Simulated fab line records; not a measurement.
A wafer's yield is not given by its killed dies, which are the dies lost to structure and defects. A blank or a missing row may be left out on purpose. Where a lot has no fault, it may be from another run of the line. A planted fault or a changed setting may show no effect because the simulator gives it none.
Matching of chambers | flow n5_finfet | 4 sister chambers for N5_STI_FIN_REVEAL_ALD_14 on ald_sin-01
The step deposits Si3N4, target thk 3 nm. 18 wafers are shown with their chamber, then 9 later ones without.

== WAFERS, EACH WITH ITS CHAMBER ==
wafer  | chamber | heater_power_w (W)
L077.1 | 1       | 804
L077.4 | 2       | 729
L077.6 | 2       | 743
L078.1 | 0       | 894
L078.3 | 2       | 727
L078.6 | 0       | 896
L080.1 | 1       | 816
L080.2 | 0       | 876
L080.4 | 3       | 958
L082.1 | 1       | 806
L082.2 | 2       | 723
L082.6 | 2       | 713
L084.1 | 1       | 810
L084.3 | 0       | 896
L084.6 | 3       | 945
L090.1 | 2       | 744
L090.3 | 1       | 826
L090.5 | 0       | 904

SIGNATURES (averages over the wafers above)
reading        | chamber 0 | chamber 1 | chamber 2 | chamber 3 | scatter within a chamber
heater_power_w | 893.20    | 812.40    | 729.83    | 951.50    | 10.5
Rule: for a wafer and a chamber, the distance is found by dividing, reading by reading, the gap between the wafer's reading and the chamber's mean by the reading's scatter, squaring, summing and taking the root. If the next closest chamber is less than 2 further off than the closest, the wafer can't be placed; otherwise it belongs to the closest. The scatter is the square root of a quotient: the sum, over the shown wafers, of each reading's squared deviation from its chamber's mean, divided by wafers minus chambers.

== WAFERS MISSING THEIR CHAMBER ==
wafer  | heater_power_w (W)
L092.1 | 709
L092.2 | 933
L092.5 | 804
L096.1 | 793
L096.2 | 897
L096.3 | 926
L097.1 | 942
L097.4 | 805
L097.5 | 811

== THE CHAMBER EACH PASSED THROUGH ==
wafer  | from the rows above     | in truth
L092.1 | 2                       | 2
L092.2 | 3                       | 3
L092.5 | 1                       | 1
L096.1 | 1                       | 1
L096.2 | 0                       | 0
L096.3 | can't be placed: 3 or 0 | 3
L097.1 | 3                       | 3
L097.4 | 1                       | 1
L097.5 | 1                       | 1
Placed correctly: 8 of 9. Not placeable from these rows: 1 (in 1, the candidates include the true chamber). Placed wrongly: 0.
